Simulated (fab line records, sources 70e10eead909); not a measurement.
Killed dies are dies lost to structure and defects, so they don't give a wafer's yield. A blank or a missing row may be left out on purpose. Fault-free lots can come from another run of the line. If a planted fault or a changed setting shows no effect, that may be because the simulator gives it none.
fab line records -- flow nand_harc
[record] lots = 5, wafers = 15, last_day = 33
route steps=1302 shown THIN_TSV@1261 END@1301
lots untouched by any fault: they come from a run of this same line in which no faults occurred
start_h: the number of hours between the record's first day and the start of the first shown wafer of the lot -- wait_h: time in hours since the lot's previous step -- " unchanged from the row above -- L1.1+2: a single row standing in for several wafers -- - either no value or no given start -- * or withheld: withheld -- < > ~ a bound
route shown NAME@n: names a module that has steps shown in the file, with the first one's number in the route -- usual: the fault-free wafers' mean and standard deviation -- same: alike in all rows -- chamber/n: place in a boat -- sites: per-site readings -- _std_site: how widely they spread, as a standard deviation -- _edge_site: mean of outer sites minus mean of inner sites -- radius_mm: how far each site lies from the wafer's centre -- mask NAME#n: copy n -- behind: the last tool/chamber to shape the wafer -- hold: why the lot went on hold/how many hours it stayed there/how the hold came to an end -- device: names the non-switching transistor (n, p or np) -- end of line: the route-end tests of the same wafers -- where a step has no rows: the recipe by itself -- killed: not the wafer's yield, but the dies lost to structure and defects at the first sort -- map: shows each die of a wafer: x if killed, . if not, _ if none is there
set.NAME: setting as actually run; set.NAME@STEP: the setting as run at that earlier step -- model.NAME: the simulator's own value behind a step, which no gauge read
a table for each step, a row for each wafer; lots at some steps of the route
services: the hour from which a tool's chamber was out of use, counted from the record's first day as start_h (under 0 if before that day), plus the number of hours and why
[[steps]]
[step NHARC_THIN_TSV_DESCUM_14]
[recipe] time_s = 3, o2_flow_sccm = 200, ar_flow_sccm = 0, bias_power_w = 0, chemistry = O2
[step NHARC_THIN_TSV_ETCH_44]
[recipe] target_depth_a = 15942, time_s = 797.1, cf4_flow_sccm = 150, o2_flow_sccm = 10, ar_flow_sccm = 0, rf_w = 300, bias_w = 800, chemistry = CF4/O2
[step NHARC_THIN_TSV_ETCH_15]
[recipe] target_depth_a = 30000, bosch_target_overetch_cycles = 2, bosch_etch_step_s = 2.8, bosch_dep_step_s = 1.2, bosch_cycles = 14
[step NHARC_THIN_TSV_CD_MEAS_16]
[usual] cd_nm = 999.5/1.9
lot.wafer,tool,chamber,start_h,wait_h,cd_nm
L513.2,cd_sem-03,-,559.39,0.1,1003.0
L513.4,cd_sem-03,-,559.39,0.1,1000.6
L513.5,cd_sem-03,-,559.39,0.1,999.5
L525.1,cd_sem-01,-,654.07,0.1,997.5
L525.4,cd_sem-01,-,654.07,0.1,998.5
L525.5,cd_sem-01,-,654.07,0.1,996.9
L532.1,cd_sem-03,-,733.91,0.1,1001.9
L532.2,cd_sem-03,-,733.91,0.1,1000.0
L532.5,cd_sem-03,-,733.91,0.1,998.9
L531.1,cd_sem-02,-,752.65,0.1,996.8
L531.2,cd_sem-02,-,752.65,0.1,1001.1
L531.3,cd_sem-02,-,752.65,0.1,998.4
L535.1,cd_sem-03,-,776.18,0.1,999.1
L535.3,cd_sem-03,-,776.18,0.1,997.1
L535.6,cd_sem-03,-,776.18,0.1,998.6
[step NHARC_THIN_TSV_STRIP_45]
[recipe] power_w = 1500, temp_c = 250, chemistry = O2
[usual] drypump_motor_current_A = 5.7/0.56, heater_power_w = 349/36, temp_c = 250.03/0.18
lot.wafer,tool,chamber,start_h,wait_h,drypump_motor_current_A,heater_power_w,rf_hours_counter_h,temp_c
L513.2,plasma_asher-02,0,559.46,0.1,6.2,366,30,249.98
L513.4,plasma_asher-02,0,559.46,0.1,6.3,367,-,250.24
L513.5,plasma_asher-02,0,559.46,0.1,6.2,364,-,250.12
L525.1,plasma_asher-01,1,654.19,0.1,5.0,317,26,250.18
L525.4,plasma_asher-01,1,654.19,0.1,5.1,315,-,250.11
L525.5,plasma_asher-01,0,654.19,0.1,6.3,312,-,250.04
L532.1,plasma_asher-01,0,733.99,0.1,6.3,320,4,249.79
L532.2,plasma_asher-01,1,733.99,0.1,5.1,318,4,249.79
L532.5,plasma_asher-01,1,733.99,0.1,5.1,334,-,249.97
L531.1,plasma_asher-02,1,752.72,0.1,5.3,407,33,250.04
L531.2,plasma_asher-02,0,752.72,0.1,6.2,375,33,250.29
L531.3,plasma_asher-02,0,752.72,0.1,6.2,376,-,250.09
L535.1,plasma_asher-01,0,776.25,0.1,6.3,327,13,249.93
L535.3,plasma_asher-01,0,776.25,0.1,6.3,330,-,250.12
L535.6,plasma_asher-01,0,776.25,0.1,6.3,332,-,250.15
[step NHARC_THIN_TSV_STRIP_46]
[recipe] time_s = 1200, temp_c = 72.5, chemistry = post_etch_residue_remover
[step NHARC_THIN_TSV_DEP_47]
[recipe] target_thk_a = 2000, temp_c = withheld, pressure_torr = 6.5, rf_w = 900, teos_flow_sccm = 161.4, flow_sccm = 2650, target_thk_nm = 200, gas = O2, material = SiO2
[usual] showerhead_vpp_V = 1815/64, throttle_valve_pct = 16.3/0.47
lot.wafer,tool,chamber,start_h,wait_h,showerhead_vpp_V,throttle_valve_pct
L513.2,pecvd-02,0,560.31,-,1806,16.7
L513.5,pecvd-02,2,560.31,-,1891,16.3
L513.4,pecvd-02,1,560.31,-,1727,15.5
L525.1,pecvd-01,0,654.95,-,1830,16.5
L525.5,pecvd-01,1,654.95,-,1864,16.3
L525.4,pecvd-01,2,654.95,-,1755,16.5
L532.2,pecvd-02,1,734.79,-,1774,15.7
L532.1,pecvd-02,0,734.79,-,1801,17.5
L532.5,pecvd-02,1,734.79,-,1764,16.0
L531.1,pecvd-01,2,753.53,-,1751,16.4
L531.2,pecvd-01,0,753.53,-,1805,16.6
L531.3,pecvd-01,1,753.53,-,1905,16.2
L535.3,pecvd-01,0,777.10,-,1830,16.4
L535.1,pecvd-01,1,777.10,-,1892,16.4
L535.6,pecvd-01,1,777.10,-,1879,16.2
[step NHARC_THIN_TSV_ETCHBACK_48]
[recipe] target_depth_a = 10285, over_etch_frac = 0.3, time_s = 405.17, ion_energy_ev = 250, c4f8_flow_sccm = withheld, ar_flow_sccm = withheld, rf_w = 600, bias_w = 300, chemistry = C4F8/Ar
[step NHARC_THIN_TSV_STRIP_62]
[recipe] power_w = 1500, temp_c = 250, time_s = 20, chemistry = N2/H2
[step NHARC_THIN_TSV_DEGAS_49]
[recipe] temp_c = 300, time_s = 120
[step NHARC_THIN_TSV_PRE_CLEAN_50]
[recipe] time_s = 30, temp_c = 280, gas = H2/He
[step NHARC_THIN_TSV_PVD_19]
[recipe] target_thk_a = 200, chamber_pressure_pa = 5, material = TaN
[usual] throttle_valve_pct = 29.8/1.1
lot.wafer,tool,chamber,start_h,wait_h,throttle_valve_pct
L513.4,pvd_sputter-01,-,-,-,28.4
L513.2,pvd_sputter-01,-,-,-,29.5
L513.5,pvd_sputter-01,-,-,-,29.2
L525.4,pvd_sputter-03,-,-,-,29.6
L525.1,pvd_sputter-03,-,-,-,29.3
L525.5,pvd_sputter-03,-,-,-,29.7
L532.1,pvd_sputter-01,-,-,-,27.8
L532.2,pvd_sputter-01,-,-,-,30.7
L532.5,pvd_sputter-01,-,-,-,30.4
L531.1,pvd_sputter-03,-,-,-,29.5
L531.2,pvd_sputter-03,-,-,-,28.7
L531.3,pvd_sputter-03,-,-,-,30.9
L535.1,pvd_sputter-03,-,-,-,28.7
L535.3,pvd_sputter-03,-,-,-,29.9
L535.6,pvd_sputter-03,-,-,-,28.7
[step NHARC_THIN_TSV_PVD_51]
[recipe] target_thk_a = 1000, chamber_pressure_pa = 5, material = Cu
[usual] throttle_valve_pct = 29.8/1
lot.wafer,tool,chamber,start_h,wait_h,throttle_valve_pct
L513.2,pvd_sputter-01,-,561.46,-,29.4
L513.4,pvd_sputter-01,-,561.46,-,30.8
L513.5,pvd_sputter-01,-,561.46,-,28.6
L525.1,pvd_sputter-03,-,656.16,-,29.3
L525.4,pvd_sputter-03,-,656.16,-,29.7
L525.5,pvd_sputter-03,-,656.16,-,30.1
L532.1,pvd_sputter-01,-,735.99,-,29.6
L532.2,pvd_sputter-01,-,735.99,-,28.3
L532.5,pvd_sputter-01,-,735.99,-,27.9
L531.2,pvd_sputter-03,-,754.73,-,29.8
L531.1,pvd_sputter-03,-,754.73,-,31.1
L531.3,pvd_sputter-03,-,754.73,-,30.4
L535.3,pvd_sputter-03,-,778.26,-,30.1
L535.1,pvd_sputter-03,-,778.26,-,31.1
L535.6,pvd_sputter-03,-,778.26,-,29.8
[step NHARC_THIN_TSV_ECD_20]
[recipe] target_thk_a = 20000, material = Cu
[step NHARC_THIN_TSV_ANNEAL_52]
[recipe] temp_c = 225, time_s = 90
[step NHARC_THIN_TSV_CMP_21]
[recipe] t_overpolish_s = 30, target_thk_nm = 2000
[usual] motor_current_A = 11.3/1.1, overpolish_run_s = 29.999/0.0092
lot.wafer,tool,chamber,start_h,wait_h,motor_current_A,overpolish_run_s
L513.4,cmp-02,0,562.71,-,9.7,29.997
L513.2,cmp-02,3,562.71,-,10.4,30.007
L513.5,cmp-02,1,562.71,-,11.9,30.001
L525.1,cmp-03,1,657.59,-,10.7,29.990
L525.4,cmp-03,3,657.59,-,11.4,30.012
L525.5,cmp-03,1,657.59,-,11.1,30.006
L532.1,cmp-02,3,737.27,-,10.0,30.011
L532.2,cmp-02,0,737.27,-,9.6,30.007
L532.5,cmp-02,3,737.27,-,10.2,30.008
L531.2,cmp-02,1,756.08,-,12.0,30.001
L531.1,cmp-02,2,756.08,-,10.5,30.003
L531.3,cmp-02,3,756.08,-,10.5,30.004
L535.1,cmp-01,0,779.84,-,13.6,29.993
L535.3,cmp-01,1,779.84,-,12.4,29.999
L535.6,cmp-01,3,779.84,-,9.6,29.973
[step NHARC_THIN_TSV_SRD_23]
[step NHARC_THIN_TSV_DEGAS_53]
[recipe] temp_c = 300, time_s = 60
[step NHARC_THIN_TSV_PRE_CLEAN_54]
[recipe] time_s = 30, temp_c = 280, gas = H2/He
[step NHARC_THIN_TSV_PVD_55]
[recipe] target_thk_a = 500, material = TiN
[step NHARC_THIN_TSV_PVD_24]
[recipe] target_thk_a = 8000, power_w = withheld, chamber_pressure_pa = withheld, substrate_temp_c = withheld, time_s = withheld, gas = Ar, material = Al
[step NHARC_THIN_TSV_DEHYDRATE_25]
[recipe] temp_c = 150, time_s = 120
[step NHARC_THIN_TSV_HMDS_26]
[recipe] time_s = 30
[step NHARC_THIN_TSV_COAT_27]
[recipe] spin_rpm = *
[step NHARC_THIN_TSV_SOFTBAKE_28]
[recipe] temp_c = 122, time_s = 95
[step NHARC_THIN_TSV_EBR_29]
[step NHARC_THIN_TSV_EXPOSE_30]
[recipe] na = 0.55, dose_mj = 11.47, mask_id = PAD
[step NHARC_THIN_TSV_PEB_31]
[recipe] peb_temp_c = 118, peb_time_s = 85
[step NHARC_THIN_TSV_DEVELOP_32]
[recipe] time_s = 70
[step NHARC_THIN_TSV_CD_MEAS_33]
[recipe] target_cd_nm = 5000, landing_energy_ev = 500
[usual] cd_nm = 4999.3/1.7
lot.wafer,tool,chamber,start_h,wait_h,cd_nm
L513.2,cd_sem-01,0,564.19,-,5001.1
L513.4,cd_sem-01,0,564.19,-,5000.0
L513.5,cd_sem-01,0,564.19,-,4999.6
L525.1,cd_sem-03,0,659.18,-,4998.2
L525.4,cd_sem-03,0,659.18,-,4998.5
L525.5,cd_sem-03,0,659.18,-,5001.3
L532.1,cd_sem-03,0,738.70,-,4998.3
L532.2,cd_sem-03,0,738.70,-,5002.0
L532.5,cd_sem-03,0,738.70,-,5000.4
L531.1,cd_sem-01,0,757.71,-,5003.2
L531.2,cd_sem-01,0,757.71,-,5002.1
L531.3,cd_sem-01,0,757.71,-,5001.2
L535.1,cd_sem-03,0,781.38,-,4997.9
L535.3,cd_sem-03,0,781.38,-,4997.1
L535.6,cd_sem-03,0,781.38,-,4998.1
[step NHARC_THIN_TSV_HARDBAKE_34]
[recipe] temp_c = 125, time_s = 80
[step NHARC_THIN_TSV_DESCUM_35]
[recipe] time_s = 3, o2_flow_sccm = 200, ar_flow_sccm = 0, bias_power_w = 0, chemistry = O2
[step NHARC_THIN_TSV_ETCH_59]
[recipe] target_depth_a = 8800, icp_w = 900, bias_w = 100, Cl2_flow_sccm = 60, bcl3_flow_sccm = 30, time_s = 138.1, chemistry = Cl2/BCl3
[usual] drypump_motor_current_A = 5.8/0.45, oes_product_au = 1.002/0.0089, throttle_valve_pct = 22.264/0.0085
lot.wafer,tool,chamber,start_h,wait_h,drypump_motor_current_A,oes_product_au,rf_hours_counter_h,throttle_valve_pct
L513.2,rie_metal-01,0,564.52,0.2,5.5,1.007,3.4,22.257
L513.4,rie_metal-01,0,564.52,0.2,5.5,1.014,-,22.267
L513.5,rie_metal-01,0,564.52,0.2,5.5,1.023,-,22.265
L525.1,rie_metal-01,0,659.47,0.1,5.5,0.992,1.0,22.254
L525.4,rie_metal-01,1,659.47,0.1,5.8,1.007,-,22.282
L525.5,rie_metal-01,0,659.47,0.1,5.5,0.999,-,22.272
L532.2,rie_metal-01,1,738.99,0.1,5.8,1.003,2.6,22.270
L532.1,rie_metal-01,0,738.99,0.1,5.5,0.991,2.6,22.258
L532.5,rie_metal-01,0,738.99,0.1,5.5,0.986,-,22.251
L531.2,rie_metal-02,0,758.00,0.1,5.4,1.005,1.8,22.269
L531.1,rie_metal-02,1,758.00,0.1,6.7,1.015,1.8,22.261
L531.3,rie_metal-02,0,758.00,0.1,5.4,1.011,-,22.272
L535.1,rie_metal-02,0,781.70,0.2,5.4,1.008,2.5,22.261
L535.3,rie_metal-02,0,781.70,0.2,5.4,1.012,-,22.258
L535.6,rie_metal-02,0,781.70,0.2,5.4,1.011,-,22.261
[step NHARC_THIN_TSV_ETCH_36]
[recipe] target_depth_a = 650, over_etch_frac = 0.3, time_s = 18.571, ion_energy_ev = 150, chemistry = Cl2/BCl3
[step NHARC_THIN_TSV_STRIP_56]
[recipe] power_w = 1500, temp_c = 250, chemistry = O2
[step NHARC_THIN_TSV_STRIP_57]
[recipe] time_s = 1200, temp_c = 72.5, chemistry = post_etch_residue_remover
[step NHARC_THIN_TSV_CD_MEAS_37]
[usual] cd_nm = 4998.8/2.5
lot.wafer,tool,chamber,start_h,wait_h,cd_nm
L513.2,cd_sem-03,-,565.73,-,5003.8
L513.4,cd_sem-03,-,565.73,-,5000.6
L513.5,cd_sem-03,-,565.73,-,4998.3
L525.1,cd_sem-01,-,660.62,-,4995.3
L525.4,cd_sem-01,-,660.62,-,4997.5
L525.5,cd_sem-01,-,660.62,-,4999.0
L532.1,cd_sem-01,-,740.14,-,5000.4
L532.2,cd_sem-01,-,740.14,-,5001.3
L532.5,cd_sem-01,-,740.14,-,4998.8
L531.1,cd_sem-01,-,759.15,-,5001.4
L531.2,cd_sem-01,-,759.15,-,5003.1
L531.3,cd_sem-01,-,759.15,-,5000.4
L535.1,cd_sem-02,-,782.81,-,4996.4
L535.3,cd_sem-02,-,782.81,-,4993.6
L535.6,cd_sem-02,-,782.81,-,4997.7
[step NHARC_THIN_TSV_ANNEAL_58]
[recipe] temp_c = 400, time_s = 1800
[step NHARC_THIN_TSV_INSPECT_40]
[usual] raw_defect_count = 537/76
lot.wafer,tool,chamber,start_h,wait_h,raw_defect_count
L513.2,defect_inspect-01,-,571.85,0.4,569
L513.4,defect_inspect-01,-,571.85,0.4,409
L513.5,defect_inspect-01,-,571.85,0.4,430
L525.1,defect_inspect-02,-,667.45,0.4,422
L525.4,defect_inspect-02,-,667.45,0.4,653
L525.5,defect_inspect-02,-,667.45,0.4,460
L532.1,defect_inspect-02,-,744.78,0.4,555
L532.2,defect_inspect-02,-,744.78,0.4,553
L532.5,defect_inspect-02,-,744.78,0.4,585
L531.1,defect_inspect-02,-,763.66,0.4,407
L531.2,defect_inspect-02,-,763.66,0.4,468
L531.3,defect_inspect-02,-,763.66,0.4,392
L535.1,defect_inspect-01,-,787.32,0.4,532
L535.3,defect_inspect-01,-,787.32,0.4,492
L535.6,defect_inspect-01,-,787.32,0.4,503
[step NHARC_END_WLT_00]
[usual] VT_DECK1_BOTTOM = 0.872/0.0075, VT_DECK1_BOTTOM_INNER = 0.872/0.0069, VT_DECK1_MEDIAN_NEAR_BOTTOM = 0.872/0.0077, VT_DECK1_MEDIAN_NEAR_BOTTOM_INNER = 0.873/0.0071, VT_DECK1_MIDDLE = 0.883/0.0071, VT_DECK1_MIDDLE_INNER = 0.884/0.0078, VT_DECK1_TOP = 0.896/0.008, VT_DECK1_TOP_INNER = 0.896/0.0077, VT_DECK2_BOTTOM = 0.871/0.0076, VT_DECK2_BOTTOM_INNER = 0.872/0.0074, VT_DECK2_MEDIAN_NEAR_BOTTOM = 0.872/0.0071, VT_DECK2_MEDIAN_NEAR_BOTTOM_INNER = 0.873/0.0074, VT_DECK2_MIDDLE = 0.884/0.0072, VT_DECK2_MIDDLE_INNER = 0.884/0.007, VT_DECK2_TOP = 0.896/0.0067, VT_DECK2_TOP_INNER = 0.896/0.0072
lot.wafer,tool,chamber,start_h,wait_h,VT_DECK1_BOTTOM,VT_DECK1_BOTTOM_INNER,VT_DECK1_MEDIAN_NEAR_BOTTOM,VT_DECK1_MEDIAN_NEAR_BOTTOM_INNER,VT_DECK1_MIDDLE,VT_DECK1_MIDDLE_INNER,VT_DECK1_TOP,VT_DECK1_TOP_INNER,VT_DECK2_BOTTOM,VT_DECK2_BOTTOM_INNER,VT_DECK2_MEDIAN_NEAR_BOTTOM,VT_DECK2_MEDIAN_NEAR_BOTTOM_INNER,VT_DECK2_MIDDLE,VT_DECK2_MIDDLE_INNER,VT_DECK2_TOP,VT_DECK2_TOP_INNER
L513.2,prober-01,-,572.39,0.5,0.865,0.868,0.867,0.874,0.873,0.872,0.887,0.888,0.870,0.866,0.869,0.866,0.862,0.889,0.892,0.890
L513.4,prober-01,-,573.40,1.5,0.867,0.870,0.868,0.865,0.873,0.879,0.886,0.888,0.868,0.860,0.861,0.864,0.879,0.874,0.890,0.886
L513.5,prober-01,-,573.40,1.5,0.862,0.866,0.867,0.863,0.879,0.871,0.894,0.881,0.861,0.866,0.867,0.870,0.879,0.881,0.883,0.883
L525.4,prober-02,-,669.04,1.6,0.867,0.866,0.868,0.872,0.886,0.877,0.891,0.881,0.876,0.867,0.869,0.864,0.881,0.880,0.890,0.899
L525.5,prober-02,-,669.04,1.6,0.864,0.868,0.866,0.873,0.873,0.878,0.887,0.885,0.875,0.874,0.875,0.870,0.883,0.882,0.894,0.897
L532.1,prober-02,-,744.84,0.1,0.883,0.878,0.881,0.883,0.897,0.896,0.908,0.902,0.887,0.888,0.890,0.890,0.897,0.896,0.906,0.910
L532.2,prober-02,-,744.84,0.1,0.881,0.876,0.878,0.873,0.889,0.892,0.901,0.907,0.866,0.872,0.876,0.870,0.885,0.882,0.906,0.902
L532.5,prober-02,-,746.84,2.1,0.885,0.882,0.900,0.893,0.897,0.897,0.908,0.900,0.870,0.877,0.876,0.882,0.898,0.889,0.916,0.901
L531.1,prober-01,-,763.71,0.0,0.865,0.858,0.866,0.868,0.876,0.878,0.897,0.900,0.869,0.871,0.872,0.863,0.871,0.883,0.889,0.895
L531.2,prober-01,-,763.71,0.0,0.867,0.876,0.861,0.868,0.885,0.886,0.901,0.898,0.866,0.872,0.867,0.872,0.879,0.880,0.892,0.888
L531.3,prober-01,-,763.71,0.0,0.880,0.871,0.877,0.872,0.890,0.882,0.899,0.891,0.871,0.860,0.869,0.864,0.881,0.884,0.882,0.892
L535.1,prober-01,-,787.37,0.0,0.869,0.870,0.867,0.865,0.882,0.885,0.894,0.896,0.877,0.885,0.882,0.884,0.896,0.886,0.903,0.902
L535.3,prober-01,-,788.38,1.1,0.861,0.873,0.872,0.878,0.886,0.892,0.906,0.894,0.877,0.883,0.878,0.882,0.893,0.889,0.904,0.906
L535.6,prober-01,-,789.89,2.6,0.878,0.876,0.871,0.871,0.885,0.883,0.899,0.900,0.877,0.872,0.873,0.878,0.879,0.890,0.895,0.898
[step NHARC_END_SORT_01]
[recipe] temp_c = 25
[usual] defect_limited_yield = 90.6/2.6, killed_at_array = 58/18, killed_at_other = 1.0/1.5, killed_at_periphery = 4/3.1, killed_dies = 64/18, killed_open = 3.4/1.9, killed_short = 2.7/1.7
[same] gross_dies = 677
lot.wafer,tool,chamber,start_h,wait_h,defect_limited_yield[%],killed_at_array,killed_at_other,killed_at_periphery,killed_dies,killed_open,killed_short
L513.2,prober-01,0,575.71,2.8,90.7,56,0,7,63,7,4
L513.4,prober-01,0,577.32,3.4,92.9,45,0,3,48,2,1
L513.5,prober-01,0,578.12,3.7,91.6,57,0,0,57,4,2
L525.1,prober-02,0,670.57,2.5,0,59,611,7,677,4,3
// killed by level:class
L513.2 A_CHANNEL_HOLE_D1:chamber_film_flake=35 A_CHANNEL_HOLE_D2:chamber_film_flake=5 A_STAIRCASE:chamber_film_flake=4 P_M0:geometric_particle:open=3 A_CONTACT:chamber_film_flake=3 A_WL_FILL:geometric_particle:short=2 A_WL_FILL:chamber_film_flake=2 P_CONTACT:geometric_particle:open=1
L513.4 A_CHANNEL_HOLE_D1:chamber_film_flake=29 A_CHANNEL_HOLE_D2:chamber_film_flake=3 A_WL_FILL:chamber_film_flake=3 A_SLIT:chamber_film_flake=2 A_STAIRCASE:chamber_film_flake=2 A_CONTACT:chamber_film_flake=2 A_CHANNEL_FILL_D1:geometric_particle:open=1 A_ONON_D2:geometric_particle:open=1
L513.5 A_CHANNEL_HOLE_D1:chamber_film_flake=35 A_CHANNEL_HOLE_D2:chamber_film_flake=5 A_STAIRCASE:chamber_film_flake=4 A_CONTACT:chamber_film_flake=3 A_CHANNEL_FILL_D1:geometric_particle:open=2 A_ZERO_WELL:chamber_film_flake=2 A_WL_FILL:chamber_film_flake=2 A_DECK1_JOINT:geometric_particle:open=1
L525.1 THIN_TSV:area_pvd=610 A_SLIT:chamber_film_flake=28 A_CHANNEL_HOLE_D2:chamber_film_flake=13 A_CHANNEL_HOLE_D1:chamber_film_flake=6 A_CONTACT:chamber_film_flake=4 P_BONDPAD:chamber_film_flake=3 A_BLC:chamber_film_flake=3 P_M0:geometric_particle:open=2
// map L525.1 (x killed, . not)
____________x____________
_________xxxxxxx_________
_______xxxxxxxxxxx_______
______xxxxxxxxxxxxx______
_____xxxxxxxxxxxxxxx_____
____xxxxxxxxxxxxxxxxx____
____xxxxxxxxxxxxxxxxx____
___xxxxxxxxxxxxxxxxxxx___
___xxxxxxxxxxxxxxxxxxx___
__xxxxxxxxxxxxxxxxxxxxx__
__xxxxxxxxxxxxxxxxxxxxx__
_xxxxxxxxxxxxxxxxxxxxxxx_
_xxxxxxxxxxxxxxxxxxxxxxx_
_xxxxxxxxxxxxxxxxxxxxxxx_
_xxxxxxxxxxxxxxxxxxxxxxx_
_xxxxxxxxxxxxxxxxxxxxxxx_
xxxxxxxxxxxxxxxxxxxxxxxxx
xxxxxxxxxxxxxxxxxxxxxxxxx
xxxxxxxxxxxxxxxxxxxxxxxxx
xxxxxxxxxxxxxxxxxxxxxxxxx
xxxxxxxxxxxxxxxxxxxxxxxxx
_xxxxxxxxxxxxxxxxxxxxxxx_
_xxxxxxxxxxxxxxxxxxxxxxx_
_xxxxxxxxxxxxxxxxxxxxxxx_
_xxxxxxxxxxxxxxxxxxxxxxx_
_xxxxxxxxxxxxxxxxxxxxxxx_
__xxxxxxxxxxxxxxxxxxxxx__
__xxxxxxxxxxxxxxxxxxxxx__
___xxxxxxxxxxxxxxxxxxx___
___xxxxxxxxxxxxxxxxxxx___
____xxxxxxxxxxxxxxxxx____
____xxxxxxxxxxxxxxxxx____
_____xxxxxxxxxxxxxxx_____
______xxxxxxxxxxxxx______
_______xxxxxxxxxxx_______
_________xxxxxxx_________
____________x____________
// map L531.1 (x killed, . not)
____________.____________
_________......._________
_______..........._______
______.............______
_____..............._____
____.................____
____.................____
___..............xx...___
___...........x.......___
__....x.........x....x.__
__................x....__
_x.........x...x........_
_................x...x.._
_........x.............._
_.................x....._
_.......x............x.._
x........................
.......x.................
.........................
..........x..............
.........................
_......x................_
_....x...x.............._
_........x.....x........_
_........x.x............_
_........x.............._
__.......x.xx..........__
__.........xx..........__
___...................___
___...................___
____....x..x.........____
____..............x..____
_____..............._____
______.............______
_______..........x_______
_________......._________
____________.____________
[[services]]
tool,chamber,start_h,hours,kind
pecvd-01,-,545.39,3.4,repair
cmp-02,-,558.49,4.0,repair
cmp-02,-,572.22,0.5,repair
rie_metal-01,-,575.00,9.0,pm
pvd_sputter-01,-,576.25,3.2,repair
pvd_sputter-01,-,582.02,10.0,pm
pecvd-02,-,589.32,13.0,pm
pvd_sputter-03,-,608.25,5.0,repair
cmp-02,-,625.94,4.0,pm
pecvd-01,-,631.15,0.5,repair
pvd_sputter-03,-,632.94,1.4,repair
rie_metal-01,-,656.80,0.9,repair
cmp-02,-,664.31,10.7,repair
plasma_asher-01,-,672.29,1.6,repair
pecvd-01,-,673.85,13.0,pm
rie_metal-01,-,694.77,0.6,repair
plasma_asher-01,-,696.03,9.0,pm
pvd_sputter-03,-,704.00,10.0,pm
pvd_sputter-03,-,714.88,5.2,repair
cmp-02,-,723.94,4.0,pm
pvd_sputter-03,-,739.24,3.7,repair
rie_metal-01,-,752.00,9.0,pm
pvd_sputter-01,-,760.02,10.0,pm
cmp-02,-,760.11,4.9,repair
[[key]]
[first_sign] step = NHARC_END_SORT_01, reading = killed_at_other, direction = up, sigmas = 99+, usual = 1.0, struck = 611
[effect] step = NHARC_END_SORT_01, reading = defect_limited_yield, direction = down, sigmas = 34, usual = 90.6, struck = 0
[more_kills_born_at] NHARC_THIN_TSV_PVD_51@pvd_sputter-03 = 610
met_at NHARC_THIN_TSV_PVD_51
struck_wafers L525.1
later_rows_left_out L525.1
[fault] kind = process_parameter_drift, tool = pvd_sputter-03, chamber = -, onset_h = 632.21, steps = NHARC_THIN_TSV_PVD_51, channel = target_thk_a, offset = *, shape = step, end_h = 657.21, scope = struck_wafers_only, acts_in = *, stated = *
// later_rows_left_out: the simulator's readings of these wafers behind a module that went badly wrong aren't trusted and aren't shown, but for the sort
